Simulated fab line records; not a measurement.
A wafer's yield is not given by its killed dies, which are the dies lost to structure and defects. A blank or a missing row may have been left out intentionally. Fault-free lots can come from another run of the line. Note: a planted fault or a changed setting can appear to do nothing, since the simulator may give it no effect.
A lot that was struck, set against a sound lot | flow nand harc | 15 steps out of a route of 1159
Sound: the wafers L470.4, L470.5, L470.6. The struck wafers were L477.1, L477.2, L477.3. Last of all comes the cause.
At each step with rows: each side's tool, then ch and its chambers, then its first start. Under that, the readings that differ: sound wafers | struck wafers | difference of the means | sigmas: that difference in standard deviations of wafers without a fault.
alike: readings whose means differ by less than 2 such deviations, and words and numbers that are the same on both sides. not compared: withheld readings, readings that some wafer has no value for, bounds like >300 that may hide the same value, and numbers for which the record gives no deviation and whose values overlap.
The two part at a step that has a row with sigmas, a row that says differs or no value, or rows on one side only. When numbers do not overlap yet have no deviation, they are printed without sigmas and do not part them. A reading missing from all wafers of one side parts the sides only when that side holds two or more wafers.

first, 1 step without rows for these wafers: NHARC_P_CONTACT_DESCUM_17 (chemistry O2, time 3 s).
NHARC_P_CONTACT_ETCH_35: etches the open film in CF4, target depth 39 nm, time 65 s.
  sound on rie diel-04 ch 0,2,3, day 8 00:49; struck on rie diel-04 ch 1,2,3, day 9 17:24
  alike: bias w, drypump motor current A, oes product au, rf fwd power W, rf vpp V, showerhead plenum p Torr, throttle valve pct
  not compared: rf hours counter h
NHARC_P_CONTACT_ETCH_36: etches the open film in N2/H2, target depth 260 nm, time 406.25 s.
  sound: rie diel-04 ch 0,3; struck: rie diel-04 ch 0,1,2
  alike: bias w, drypump motor current A, oes product au, rf fwd power W, rf vpp V, showerhead plenum p Torr, throttle valve pct
  not compared: rf hours counter h
then, 3 steps without rows for these wafers: NHARC_P_CONTACT_ETCH_18 (etches the open film in C4F8/O2/Ar, target depth 481 nm, time 240.5 s); NHARC_P_CONTACT_STRIP_37 (strips in C4F8/O2/Ar); NHARC_P_CONTACT_ETCH_31 (etches the open film in CH3F/O2, target depth 30 nm, time 85.7 s).
NHARC_P_CONTACT_CD_MEAS_19:
  sound on cd sem-01, day 8 01:35; struck on cd sem-01, day 9 18:11
  alike: cd nm
NHARC_P_CONTACT_STRIP_28: strips in O2.
  sound on rie diel-08 ch 2,3, day 8 01:40; struck on rie diel-08 ch 0,1,3, day 9 18:16
  alike: drypump motor current A, oes product au, rf vpp V, showerhead plenum p Torr, throttle valve pct
  not compared: rf hours counter h
then, 1 step without rows for these wafers: NHARC_P_CONTACT_STRIP_29 (strips in post etch residue remover, time 1200 s).
NHARC_P_CONTACT_DEGAS_38: time 60 s.
  sound on pvd sputter-03, day 8 02:19; struck on pvd sputter-01, day 9 18:57
  alike: heater power w
then, 2 steps without rows for these wafers: NHARC_P_CONTACT_PRE_CLEAN_39 (time 19.5 s); NHARC_P_CONTACT_PVD_32 (deposits Ti, target thk 5 nm, time 17.7 s).
NHARC_P_CONTACT_ALD_22: deposits TiN, target thk 3 nm, pulse time 1 s, ald cycles 150.
  sound on ald metal-03 ch 1,2,3, day 8 02:35; struck on ald metal-04 ch 0,1,2, day 9 19:12
  no value came back on the struck wafers for ald cycles, heater power outer w (W), heater power w (W), precursor pulse height rel; on the sound wafers ald cycles reads 150 150 150
NHARC_P_CONTACT_CVD_23: deposits W, target thk 200 nm, time 557 s.
  sound: cvd w-02 ch 0,1; struck: cvd w-01 ch 0,1
  alike: chamber pressure Torr, heater power w, mfc h2 sccm, throttle valve pct
-- the record jumps here: 13 days lie between the struck wafers' starts before and after (it left off in module P_CONTACT and takes up again in module END, whose first step shown is number 1159 of the route) --
NHARC_END_SORT_01:
  sound on prober-01 ch 0, day 21 23:59; struck on prober-01 ch 0, day 23 04:38
  reading             | sound    | struck                                                               | difference                   | sigmas
  hold                | - - -    | await dispo/1.9h/scrap await dispo/1.9h/scrap await dispo/1.9h/scrap | no value on the sound wafers |
  killed at periphery | 2 5 4    | 565 567 567                                                          | +563                         | +99 or more
  killed dies         | 31 34 29 | 612 604 597                                                          | +573                         | +64
  alike: killed at array, killed at other, killed open, killed short

WHERE THEY PART
Last at NHARC_END_SORT_01 as far as this record goes, first at NHARC_P_CONTACT_ALD_22.

WHY: whatever the simulator had introduced
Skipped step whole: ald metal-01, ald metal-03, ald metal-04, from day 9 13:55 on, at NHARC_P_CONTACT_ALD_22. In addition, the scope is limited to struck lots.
